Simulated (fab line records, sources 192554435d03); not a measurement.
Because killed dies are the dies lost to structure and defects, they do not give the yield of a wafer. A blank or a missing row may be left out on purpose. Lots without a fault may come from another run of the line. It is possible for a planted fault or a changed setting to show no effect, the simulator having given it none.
One fault through the eyes of 2 desks ; flow n5Finfet ; each desk holds nothing but its own numbers, with what lay behind them at the end

== THE METROLOGY DESK ==
What the gauges read for every lot (on any tool): the sampled wafers with a number, averaged. Marked OUT: a lot whose mean sits more than 4 standard deviations from the usual mean, which makes it out of limits; the brackets give that distance.
Columns: A = trenchDepthNm at N5_BEOL_M14_OCD_MEAS_35, usual 556 nm
lot;first seen here;A
L237;day 12 10:45;556
L245;day 14 08:46;559
L249;day 14 12:53;554
L247;day 14 13:35;554
L252;day 16 05:50;563
L255;day 16 13:17;555
L257;day 17 23:42;560
This desk's verdict: no lot among the 7 shows anything out of limits.

== DESK OF THE TOOL OWNER: pvdSputter-01 ==
The tool's own readings at N5_BEOL_M14_SPUTTER_43 (material TaN, target thk 15 nm, time 24.19 s): means of the sampled wafers that have a number, for each lot that ran on this tool. Marked OUT: a lot whose mean sits more than 4 standard deviations from the usual mean, which makes it out of limits; the brackets give that distance.
Columns: A = cathodeDcPowerW at N5_BEOL_M14_SPUTTER_43, usual 15000 W; B = throttleValvePct at N5_BEOL_M14_SPUTTER_43, usual 30.3 %
lot;first seen here;A;B
L245;day 14 09:16;15000;31.3
L249;day 14 17:02;14996;31.5
L247;day 14 17:56;15000;30.9
L252;day 16 07:51;15003;30.2
This desk's verdict: no lot among the 4 shows anything out of limits.

== BROUGHT TOGETHER ==
From the metrology desk's view, nothing was out of limits.
Nothing out of limits was seen by the tool owner's desk.

== WHAT THE SIMULATOR HAD PUT IN ==
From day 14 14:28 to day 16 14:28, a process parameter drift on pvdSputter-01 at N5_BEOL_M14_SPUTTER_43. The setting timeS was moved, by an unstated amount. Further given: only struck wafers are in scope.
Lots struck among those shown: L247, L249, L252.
